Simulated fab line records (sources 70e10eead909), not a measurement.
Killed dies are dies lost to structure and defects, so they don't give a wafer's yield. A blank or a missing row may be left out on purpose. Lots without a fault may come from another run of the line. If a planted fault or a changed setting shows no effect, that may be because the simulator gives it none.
fab line records	flow nand-harc
record: lots: 6	wafers: 18	last-day: 24
route steps=1159 shown THIN_TSV@1113 END@1159
lots untouched by any fault: they come from a run of this same line in which no faults occurred
start-h: hours from the record's first day to the start of the lot's first wafer shown	wait-h: hours since the lot's step before	" identical to the entry in the row above	L1.1+2: a row that stands for several wafers	- either no value or no given start	* or withheld: withheld	< > ~ a bound
route shown NAME@n: a module of which the file shows steps, and the number in the route of the first	usual: mean/standard deviation of fault-free wafers	same: alike in all rows	chamber/n: place in a boat	sites: the reading at each site	_std_site: the values' standard deviation	_edge_site: inner sites' mean taken away from outer sites' mean	radius-mm: how far each site lies from the wafer's centre	mask NAME#n: copy n	behind: tool/chamber where the wafer was last shaped	hold: why the lot was held/for how many hours/how that ended	device: the transistor (n, p or np) that didn't switch	end of line: the tests these same wafers got at the end of their route	a step given without rows: its recipe and nothing more	killed: count of dies lost to structure and defects at first sort (not the wafer's yield)	map: per-die view of a wafer (x killed, . not killed, _ where there is no die)
set.NAME: the run value of the setting; set.NAME@STEP: its run value at that earlier step	model.NAME: the simulator's own value behind a step, which no gauge read
lots at selected steps of the route; one table per step, one row per wafer
services: when a tool's chamber went out of use (start-h, in hours from the record's first day, below 0 if earlier), for how many hours, and the reason
== steps ==
step: NHARC_THIN_TSV_EXPOSE_09
recipe: na: 0.55	dose-mj: 30.7	mask-id: TSV
step: NHARC_THIN_TSV_PEB_10
recipe: peb-temp-c: 118	peb-time-s: 85
step: NHARC_THIN_TSV_DEVELOP_11
recipe: time-s: 70
step: NHARC_THIN_TSV_CD_MEAS_12
recipe: target-cd-nm: 1000	landing-energy-ev: 500
usual: cd-nm: 1000.3/2.1
same: landing-energy-ev: 500
lot.wafer	tool	chamber	start-h	wait-h	cd-nm
L900.3	cd-sem-03	0	439.69	-	994.4
L900.4	"	0	"	"	998.7
L900.6	"	0	"	"	998.9
L902.1	cd-sem-03	0	455.12	-	1002.0
L902.2	"	0	"	"	1002.8
L902.3	"	0	"	"	1002.0
L909.1	cd-sem-01	0	490.45	-	1000.9
L909.3	"	0	"	"	998.5
L909.6	"	0	"	"	1001.2
L912.1	cd-sem-03	0	533.68	-	997.5
L912.5	"	0	"	"	997.8
L912.6	"	0	"	"	1000.0
L916.3	cd-sem-03	0	541.27	-	1000.4
L916.5	"	0	"	"	998.0
L916.6	"	0	"	"	1000.9
L918.2	cd-sem-01	0	556.30	-	999.5
L918.3	"	0	"	"	997.8
L918.5	"	0	"	"	999.9
step: NHARC_THIN_TSV_HARDBAKE_13
recipe: temp-c: 125	time-s: 80
step: NHARC_THIN_TSV_DESCUM_14
recipe: time-s: 3	o2-flow-sccm: 200	ar-flow-sccm: 0	bias-power-w: 0	chemistry: O2
usual: drypump-motor-current-A: 5.7/0.5	o2-flow-sccm: 200.0/0.61	oes-product-au: 1.003/0.0084	rf-vpp-V: 57.8/0.86	showerhead-plenum-p-Torr: 1.92/0.082	throttle-valve-pct: 11.312/0.0088
lot.wafer	tool	chamber	start-h	wait-h	drypump-motor-current-A	o2-flow-sccm	oes-product-au	rf-hours-counter-h	rf-vpp-V	showerhead-plenum-p-Torr	throttle-valve-pct
L900.3	rie-diel-10	1	439.86	-	5.2	200.4	1.008	5	57.8	1.83	11.313
L900.4	"	3	"	"	5.3	200.1	0.995	5	56.5	1.81	11.300
L900.6	"	1	"	"	5.2	199.7	1.007	-	57.3	1.83	11.325
L902.1	rie-diel-06	0	455.28	-	5.7	199.2	1.002	4	58.4	1.91	11.303
L902.3	"	1	"	"	5.6	200.0	1.004	4	59.1	2.03	11.320
L902.2	"	2	"	"	6.2	199.6	1.014	2	57.0	2.01	11.312
L909.3	rie-diel-13	1	490.62	-	5.9	199.2	0.988	2	57.4	1.91	11.313
L909.1	"	2	"	"	4.9	199.8	0.995	2	56.2	1.84	11.304
L909.6	"	1	"	"	5.9	200.5	0.998	-	57.9	1.91	11.313
L912.1	rie-diel-13	0	533.87	-	5.7	200.3	1.000	5	56.2	1.98	11.320
L912.5	"	1	"	"	5.9	199.1	0.996	-	58.0	1.91	11.313
L912.6	"	2	"	"	4.8	199.8	1.012	-	58.2	1.83	11.313
L916.3	rie-diel-13	3	541.42	-	5.8	199.5	0.994	5	57.2	1.95	11.305
L916.5	"	3	"	"	5.8	199.2	0.995	-	58.4	1.95	11.308
L916.6	"	0	"	"	5.7	199.9	0.996	-	59.7	1.98	11.325
L918.2	rie-diel-10	1	556.46	-	5.2	201.1	1.010	1	57.8	1.83	11.303
L918.3	"	3	"	"	5.4	200.2	1.002	1	58.1	1.80	11.300
L918.5	"	1	"	"	5.2	200.2	1.011	-	57.6	1.83	11.323
step: NHARC_THIN_TSV_ETCH_44
recipe: target-depth-a: 15942	time-s: 797.1	cf4-flow-sccm: 150	o2-flow-sccm: 10	ar-flow-sccm: 0	rf-w: 300	bias-w: 800	chemistry: CF4/O2
usual: cf4-flow-sccm: 150.0/0.41	drypump-motor-current-A: 5.7/0.47	o2-flow-sccm: 10.000/0.027	oes-product-au: 1.001/0.0088	rf-vpp-V: 795/4.5	showerhead-plenum-p-Torr: 1.84/0.073	throttle-valve-pct: 16.914/0.0095
lot.wafer	tool	chamber	start-h	wait-h	cf4-flow-sccm	drypump-motor-current-A	o2-flow-sccm	oes-product-au	rf-hours-counter-h	rf-vpp-V	showerhead-plenum-p-Torr	throttle-valve-pct
L900.3	rie-diel-10	1	439.94	0.1	149.8	5.2	9.977	1.014	5	790	1.76	16.925
L900.4	"	0	"	"	149.3	6.6	10.027	1.015	6	800	1.92	16.913
L900.6	"	1	"	"	149.7	5.2	10.006	1.004	-	790	1.76	16.903
L902.2	rie-diel-06	1	455.42	0.1	149.9	5.6	10.012	1.002	4	801	1.93	16.925
L902.3	"	2	"	"	149.0	6.2	10.018	1.021	2	800	1.92	16.913
L902.1	"	3	"	"	151.0	6.5	10.017	0.996	4	789	1.72	16.925
L909.3	rie-diel-13	2	490.72	0.1	150.2	4.9	10.008	0.998	2	789	1.76	16.911
L909.1	"	0	"	"	150.5	5.7	10.035	0.985	2	798	1.89	16.908
L909.6	"	2	"	"	149.3	4.9	10.013	0.997	-	789	1.76	16.908
L912.1	rie-diel-13	1	534.10	0.2	149.9	5.9	9.968	1.006	5	793	1.83	16.928
L912.6	"	2	"	"	149.9	4.9	9.943	1.004	-	789	1.76	16.909
L912.5	"	3	"	"	150.4	5.8	9.988	0.999	-	797	1.87	16.918
L916.3	rie-diel-13	3	541.57	0.1	150.3	5.8	9.995	0.995	6	796	1.87	16.890
L916.5	"	2	"	"	150.1	4.9	9.970	1.007	-	791	1.76	16.912
L916.6	"	3	"	"	149.8	5.8	9.941	1.004	-	797	1.87	16.901
L918.3	rie-diel-10	2	556.55	0.1	150.1	5.7	9.996	0.993	1	798	1.90	16.916
L918.2	"	1	"	"	150.6	5.2	10.044	1.006	1	789	1.76	16.923
L918.5	"	3	"	"	151.1	5.4	9.976	1.003	-	788	1.74	16.911
step: NHARC_THIN_TSV_ETCH_15
recipe: target-depth-a: 30000	bosch-target-overetch-cycles: 2	bosch-etch-step-s: 2.8	bosch-dep-step-s: 1.2	bosch-cycles: 14
step: NHARC_THIN_TSV_CD_MEAS_16
usual: cd-nm: 1000.0/2
lot.wafer	tool	chamber	start-h	wait-h	cd-nm
L900.3	cd-sem-03	-	440.66	0.1	996.1
L900.4	"	-	"	"	998.9
L900.6	"	-	"	"	1000.3
L902.1	cd-sem-01	-	456.08	0.1	1001.6
L902.2	"	-	"	"	1001.5
L902.3	"	-	"	"	1000.9
L909.1	cd-sem-03	-	491.55	0.1	1001.1
L909.3	"	-	"	"	997.8
L909.6	"	-	"	"	1001.3
L912.1	cd-sem-03	-	534.66	0.1	998.8
L912.5	"	-	"	"	996.4
L912.6	"	-	"	"	1000.2
L916.3	cd-sem-02	-	542.23	0.1	999.5
L916.5	"	-	"	"	998.1
L916.6	"	-	"	"	1000.8
L918.2	cd-sem-02	-	557.27	0.1	1000.0
L918.3	"	-	"	"	997.4
L918.5	"	-	"	"	1000.5
step: NHARC_THIN_TSV_STRIP_45
recipe: power-w: 1500	temp-c: 250	chemistry: O2
usual: drypump-motor-current-A: 5.9/0.41	heater-power-w: 314/25
lot.wafer	tool	chamber	start-h	wait-h	drypump-motor-current-A	heater-power-w	rf-hours-counter-h
L900.3	plasma-asher-02	0	440.84	0.2	6.4	327	-
L900.4	"	1	"	"	5.9	335	-
L900.6	"	0	"	"	6.4	330	-
L902.2	plasma-asher-02	0	456.15	0.1	6.4	325	28
L902.1	"	1	"	"	5.9	335	28
L902.3	"	0	"	"	6.3	329	-
L909.1	plasma-asher-01	0	491.84	0.3	6.0	282	11
L909.3	"	0	"	"	6.0	286	-
L909.6	"	0	"	"	6.0	277	-
L912.1	plasma-asher-02	1	534.79	0.1	5.9	343	56
L912.5	"	0	"	"	6.4	324	-
L912.6	"	1	"	"	5.9	345	-
L916.3	plasma-asher-01	1	543.01	0.8	5.2	284	-
L916.6	"	0	"	"	6.0	275	-
L916.5	"	1	"	"	5.2	293	-
L918.2	plasma-asher-02	1	557.40	0.1	5.9	336	1
L918.3	"	1	"	"	5.9	331	-
L918.5	"	0	"	"	6.4	332	-
step: NHARC_THIN_TSV_STRIP_46
recipe: time-s: 1200	temp-c: 72.5	chemistry: post-etch-residue-remover
step: NHARC_THIN_TSV_DEP_47
recipe: target-thk-a: 2000	temp-c: withheld	pressure-torr: 6.5	rf-w: 900	teos-flow-sccm: 161.4	flow-sccm: 2650	target-thk-nm: 200	gas: O2	material: SiO2
usual: throttle-valve-pct: 15.9/0.68
lot.wafer	tool	chamber	start-h	wait-h	throttle-valve-pct
L900.3	pecvd-04	0	441.54	-	15.9
L900.4	"	1	"	"	16.3
L900.6	"	2	"	"	16.2
L902.2	pecvd-01	0	456.95	-	14.3
L902.1	"	1	"	"	15.8
L902.3	"	1	"	"	15.7
L909.3	pecvd-01	2	492.64	-	16.0
L909.1	"	0	"	"	14.4
L909.6	"	1	"	"	16.1
L912.1	pecvd-02	0	535.54	-	16.8
L912.5	"	0	"	"	16.7
L912.6	"	2	"	"	15.2
L916.3	pecvd-02	0	543.76	-	16.9
L916.5	"	1	"	"	15.4
L916.6	"	2	"	"	15.3
L918.3	pecvd-02	1	558.17	-	15.8
L918.2	"	2	"	"	15.4
L918.5	"	1	"	"	15.7
step: NHARC_THIN_TSV_ETCHBACK_48
recipe: target-depth-a: 10285	over-etch-frac: 0.3	time-s: 405.17	ion-energy-ev: 250	c4f8-flow-sccm: withheld	ar-flow-sccm: withheld	rf-w: 600	bias-w: 300	chemistry: C4F8/Ar
usual: oes-product-au: 0.946/0.029	over-etch-frac: 0.3/0	rf-vpp-V: 547/3.4
lot.wafer	tool	chamber	start-h	wait-h	oes-product-au	over-etch-frac	rf-hours-counter-h	rf-vpp-V
L900.4	rie-diel-10	1	441.97	-	0.928	0.3	5	544
L900.3	"	2	"	"	0.946	0.3	6	550
L900.6	"	1	"	"	0.936	0.3	-	545
L902.1	rie-diel-10	2	457.48	0.4	0.937	0.3	7	551
L902.3	"	3	"	"	0.930	0.3	6	543
L902.2	"	1	"	"	0.938	0.3	6	544
L909.3	rie-diel-06	2	493.03	-	1.011	0.3	6	550
L909.1	"	3	"	"	1.004	0.3	8	543
L909.6	"	2	"	"	1.012	0.3	-	549
L912.1	rie-diel-06	2	536.03	-	1.011	0.3	12	551
L912.5	"	1	"	"	0.996	0.12377	-	551
L912.6	"	2	"	"	1.007	0.12377	-	552
L916.3	rie-diel-06	1	544.13	-	0.918	0.3	15	552
L916.5	"	0	"	"	0.927	0.12377	-	547
L916.6	"	1	"	"	0.916	0.12377	-	551
L918.3	rie-diel-13	3	558.64	-	1.012	0.3	6	547
L918.2	"	0	"	"	1.005	0.3	6	549
L918.5	"	2	"	"	1.012	0.3	-	544
step: NHARC_THIN_TSV_STRIP_62
recipe: power-w: 1500	temp-c: 250	time-s: 20	chemistry: N2/H2
usual: drypump-motor-current-A: 5.9/0.42	heater-power-w: 310/27
lot.wafer	tool	chamber	start-h	wait-h	drypump-motor-current-A	heater-power-w	rf-hours-counter-h
L900.4	plasma-asher-01	1	442.38	-	5.2	291	-
L900.3	"	0	"	"	6.0	261	-
L900.6	"	1	"	"	5.2	287	-
L902.1	plasma-asher-02	1	457.84	-	5.9	347	29
L902.2	"	0	"	"	6.3	325	29
L902.3	"	0	"	"	6.4	322	-
L909.1	plasma-asher-02	1	493.35	-	5.9	334	43
L909.3	"	1	"	"	5.9	337	-
L909.6	"	0	"	"	6.3	326	-
L912.1	plasma-asher-01	0	536.39	-	6.0	288	23
L912.5	"	1	"	"	5.2	289	-
L912.6	"	0	"	"	6.0	284	-
L916.3	plasma-asher-01	1	544.99	-	5.2	285	-
L916.5	"	1	"	"	5.2	292	-
L916.6	"	0	"	"	6.0	282	-
L918.2	plasma-asher-01	1	558.93	-	5.2	282	33
L918.3	"	1	"	"	5.2	288	-
L918.5	"	1	"	"	5.2	284	-
step: NHARC_END_SORT_01
recipe: temp-c: 25
usual: defect-limited-yield: 95.4/1.8	killed-at-array: 27/11	killed-at-other: 0.7/1.1	killed-at-periphery: 3.4/2.1	killed-dies: 31/12	killed-open: 3.6/2	killed-short: 2.0/1.3	sort_bin_2_pct: 1.5/0.71	sort_bin_3_pct: 0.25/0.22	sort_bin_4_pct: 2.9/1.2	sort-n-pass: 646/12	sort-rim-yield-pct: 95.0/2.5	sort-yield-pct: 95.4/1.8
same: gross-dies: 677	sort_bin_5_pct[%]: 0	sort_bin_6_pct[%]: 0	sort_bin_7_pct[%]: 0	sort_bin_8_pct[%]: 0	sort-rim-n-gross: 106.00
lot.wafer	tool	chamber	start-h	wait-h	defect-limited-yield[%]	killed-at-array	killed-at-other	killed-at-periphery	killed-dies	killed-open	killed-short	sort_bin_2_pct[%]	sort_bin_3_pct[%]	sort_bin_4_pct[%]	sort-n-pass	sort-rim-yield-pct[%]	sort-yield-pct[%]
L900.3	prober-01	0	460.12	3.1	96.5	23	0	1	24	4	0	1.8	0.15	1.6	653	98.1	96.5
L900.4	prober-01	0	460.92	3.4	96.2	21	0	5	26	2	0	0.9	0.44	2.5	651	98.1	96.2
L900.6	prober-01	0	462.54	4.0	95.9	24	2	2	28	1	2	1.8	0.15	2.2	649	99.1	95.9
L902.1	prober-02	0	470.37	2.5	97.6	11	0	5	16	1	1	0.6	0.15	1.6	661	93.4	97.6
L902.2	prober-02	0	471.18	2.8	97.3	11	0	7	18	1	1	0.7	0.30	1.6	659	94.3	97.3
L902.3	prober-02	0	471.99	3.1	97.3	16	0	2	18	3	3	1.3	0	1.3	659	97.2	97.3
L909.1	prober-02	0	506.09	2.5	96.6	23	0	0	23	2	2	1.2	0.30	1.9	654	97.2	96.6
L909.3	prober-02	0	507.66	3.0	96.5	20	1	3	24	6	3	1.6	0.15	1.8	653	94.3	96.5
L909.6	prober-02	0	510.01	3.9	96.9	19	0	2	21	2	1	1.2	0.15	1.8	656	97.2	96.9
L912.1	prober-01	0	554.25	2.5	90.8	54	1	7	62	3	2	2.4	0.59	6.2	615	95.3	90.8
L912.5	prober-01	0	557.48	3.7	92.3	48	2	2	52	2	4	2.8	0.44	4.4	625	92.5	92.3
L912.6	prober-01	0	558.29	4.0	92.2	49	2	2	53	4	5	1.8	1.03	5.0	624	92.5	92.2
L916.3	prober-02	0	558.81	3.2	93.1	45	0	2	47	6	4	2.2	0.59	4.1	630	98.1	93.1
L916.5	prober-02	0	560.45	3.8	94.5	35	0	2	37	1	4	1.9	0.74	2.8	640	98.1	94.5
L916.6	prober-02	0	561.26	4.1	93.8	38	0	4	42	4	2	2.5	0.15	3.5	635	96.2	93.8
L918.2	prober-01	0	571.81	2.8	97.0	18	0	2	20	2	5	1.0	0.15	1.8	657	96.2	97.0
L918.3	prober-01	0	572.64	3.2	96.5	20	1	3	24	7	0	1.0	0.15	2.4	653	92.5	96.5
L918.5	prober-01	0	574.29	3.8	97.2	17	0	2	19	1	2	0.7	0.15	1.9	658	95.3	97.2
killed by level:class
L900.3 A_CHANNEL_HOLE_D1:chamber-film-flake=12 A_STAIRCASE:chamber-film-flake=6 A_CONTACT:geometric-particle:open=2 A_CHANNEL_FILL_D1:geometric-particle:open=1 A_WL_FILL:geometric-particle:open=1 P_ZERO_WELL:chamber-film-flake=1 A_CONTACT:chamber-film-flake=1
L900.4 A_CHANNEL_HOLE_D1:chamber-film-flake=16 P_ZERO_WELL:chamber-film-flake=2 A_STAIRCASE:chamber-film-flake=2 A_CONTACT:chamber-film-flake=2 P_CONTACT:geometric-particle:open=1 A_WL_FILL:geometric-particle:open=1 P_STI:chamber-film-flake=1 P_GATE:chamber-film-flake=1
L900.6 A_CHANNEL_HOLE_D1:chamber-film-flake=20 A_STAIRCASE:chamber-film-flake=2 THIN_TSV:chamber-film-flake=2 P_M0:geometric-particle:open=1 A_ONON_D1:geometric-particle:short=1 A_WL_FILL:geometric-particle:short=1 P_M2:chamber-film-flake=1
L902.1 A_STAIRCASE:chamber-film-flake=5 P_GATE:chamber-film-flake=3 A_WL_FILL:chamber-film-flake=2 A_BLC:chamber-film-flake=2 P_GATE:geometric-particle:open=1 A_CHANNEL_FILL_D1:geometric-particle:short=1 P_STI:chamber-film-flake=1 A_ZERO_WELL:chamber-film-flake=1
L902.2 A_STAIRCASE:chamber-film-flake=4 P_GATE:chamber-film-flake=3 P_ZERO_WELL:chamber-film-flake=2 P_STI:chamber-film-flake=2 A_CHANNEL_HOLE_D1:chamber-film-flake=2 A_BLC:chamber-film-flake=2 A_WL_FILL:geometric-particle:open=1 A_WL_FILL:geometric-particle:short=1
L902.3 A_BLC:chamber-film-flake=6 A_CHANNEL_HOLE_D1:chamber-film-flake=2 A_STAIRCASE:chamber-film-flake=2 P_M2:geometric-particle:open=1 A_CHANNEL_FILL_D1:geometric-particle:short=1 A_WL_FILL:geometric-particle:short=1 A_CONTACT:geometric-particle:open=1 A_CONTACT:geometric-particle:short=1
L909.1 A_SLIT:chamber-film-flake=13 A_CHANNEL_HOLE_D1:chamber-film-flake=3 A_CONTACT:chamber-film-flake=2 A_ONON_D1:geometric-particle:short=1 A_CHANNEL_FILL_D1:geometric-particle:short=1 A_CHANNEL_FILL_D1:geometric-particle:open=1 A_WL_FILL:geometric-particle:open=1 A_STAIRCASE:chamber-film-flake=1
L909.3 A_SLIT:chamber-film-flake=7 A_CHANNEL_HOLE_D1:chamber-film-flake=3 A_SOURCE_PLATE:geometric-particle:open=2 A_CHANNEL_FILL_D1:geometric-particle:open=2 P_CONTACT:geometric-particle:short=1 P_M0:geometric-particle:open=1 A_SOURCE_PLATE:geometric-particle:short=1 A_WL_FILL:geometric-particle:open=1
L909.6 A_CONTACT:chamber-film-flake=6 A_CHANNEL_HOLE_D1:chamber-film-flake=3 A_SLIT:chamber-film-flake=3 A_STAIRCASE:chamber-film-flake=3 A_WL_FILL:chamber-film-flake=2 P_M0:geometric-particle:open=1 P_M1:geometric-particle:short=1 A_BLC:geometric-particle:open=1
L912.1 A_CHANNEL_HOLE_D1:chamber-film-flake=25 A_SLIT:chamber-film-flake=13 A_STAIRCASE:chamber-film-flake=8 P_ZERO_WELL:chamber-film-flake=5 A_CONTACT:chamber-film-flake=5 P_GATE:geometric-particle:open=1 P_GATE:geometric-particle:short=1 A_CHANNEL_FILL_D1:geometric-particle:open=1
L912.5 A_CHANNEL_HOLE_D1:chamber-film-flake=26 A_SLIT:chamber-film-flake=7 A_STAIRCASE:chamber-film-flake=5 A_CONTACT:chamber-film-flake=5 THIN_TSV:chamber-film-flake=2 P_CONTACT:geometric-particle:short=1 P_M2:geometric-particle:open=1 A_ONON_D1:geometric-particle:short=1
L912.6 A_CHANNEL_HOLE_D1:chamber-film-flake=24 A_STAIRCASE:chamber-film-flake=7 A_SLIT:chamber-film-flake=7 A_CONTACT:chamber-film-flake=4 THIN_TSV:chamber-film-flake=2 P_STI:geometric-particle:short=1 P_M0:geometric-particle:open=1 A_ONON_D1:geometric-particle:short=1
L916.3 A_CHANNEL_HOLE_D1:chamber-film-flake=28 A_WL_FILL:geometric-particle:short=2 A_CONTACT:geometric-particle:open=2 A_M0:geometric-particle:open=2 A_SGD_CUT:chamber-film-flake=2 A_CONTACT:chamber-film-flake=2 P_CONTACT:geometric-particle:open=1 A_SOURCE_PLATE:geometric-particle:open=1
L916.5 A_CHANNEL_HOLE_D1:chamber-film-flake=30 P_CONTACT:geometric-particle:short=1 P_M0:geometric-particle:open=1 A_SOURCE_PLATE:geometric-particle:short=1 A_ONON_D1:geometric-particle:short=1 A_WL_FILL:geometric-particle:short=1 A_ZERO_WELL:chamber-film-flake=1 A_STAIRCASE:chamber-film-flake=1
L916.6 A_CHANNEL_HOLE_D1:chamber-film-flake=30 A_CONTACT:chamber-film-flake=3 A_ZERO_WELL:chamber-film-flake=2 P_CONTACT:geometric-particle:open=1 P_M0:geometric-particle:open=1 P_M2:geometric-particle:open=1 P_M2:geometric-particle:short=1 A_ONON_D1:geometric-particle:open=1
L918.2 A_CHANNEL_HOLE_D1:chamber-film-flake=7 A_WL_FILL:geometric-particle:short=3 A_M0:chamber-film-flake=3 P_GATE:chamber-film-flake=2 A_CHANNEL_FILL_D1:geometric-particle:open=1 A_SGD_CUT:geometric-particle:short=1 A_CONTACT:geometric-particle:short=1 A_CONTACT:geometric-particle:open=1
L918.3 A_CHANNEL_HOLE_D1:chamber-film-flake=6 A_CONTACT:chamber-film-flake=6 P_CONTACT:geometric-particle:open=1 P_M0:geometric-particle:open=1 A_ONON_D1:geometric-particle:open=1 A_WL_FILL:geometric-particle:open=1 A_CONTACT:geometric-particle:open=1 A_M0:geometric-particle:open=1
L918.5 A_CHANNEL_HOLE_D1:chamber-film-flake=9 P_GATE:chamber-film-flake=2 A_CONTACT:chamber-film-flake=2 A_CHANNEL_FILL_D1:chamber-film-flake=1 A_ONON_D1:geometric-particle:open=1 A_CHANNEL_FILL_D1:geometric-particle:short=1 A_BLC:geometric-particle:short=1 A_WL_FILL:chamber-film-flake=1
== services ==
tool	chamber	start-h	hours	kind
rie-diel-06	2	415.99	9.5	repair
rie-diel-06	-	418.20	9.0	pm
pecvd-01	-	418.22	13.0	pm
rie-diel-13	3	420.67	5.7	repair
pecvd-04	0	425.86	6.0	repair
rie-diel-13	-	427.85	0.7	repair
pecvd-02	-	430.98	1.4	repair
rie-diel-06	2	435.55	8.1	repair
pecvd-01	2	440.47	18.8	repair
rie-diel-13	-	453.00	9.0	pm
plasma-asher-01	-	453.53	9.0	pm
rie-diel-13	3	482.86	5.8	repair
rie-diel-13	3	489.95	1.2	repair
pecvd-01	-	501.67	0.3	repair
rie-diel-13	1	508.23	7.8	repair
plasma-asher-01	-	508.57	5.0	repair
rie-diel-10	3	513.02	10.8	repair
pecvd-02	-	515.19	13.0	pm
pecvd-01	2	524.89	2.4	repair
rie-diel-06	0	526.30	10.8	repair
rie-diel-10	-	530.50	9.0	pm
rie-diel-06	-	539.52	0.4	repair
plasma-asher-02	-	539.54	9.0	pm
pecvd-04	-	557.33	13.0	pm
== key ==
first-sign: step: NHARC_THIN_TSV_ETCHBACK_48	reading: over-etch-frac	direction: down	sigmas: 99+	usual: 0.3	struck: 0.12377
effect none on later readings
met-at NHARC_THIN_TSV_ETCHBACK_48
struck-wafers L912.5,L912.6,L916.5,L916.6
onset-between 493.03 536.03
fault: kind: process-parameter-drift	tool: rie-diel-06	chamber: -	onset-h: 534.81	steps: NHARC_THIN_TSV_ETCHBACK_48	channel: over-etch-frac	offset: -0.17623	shape: step	end-h: 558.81	scope: struck-wafers-only	acts-in: these-recipes-only	stated: 0.3
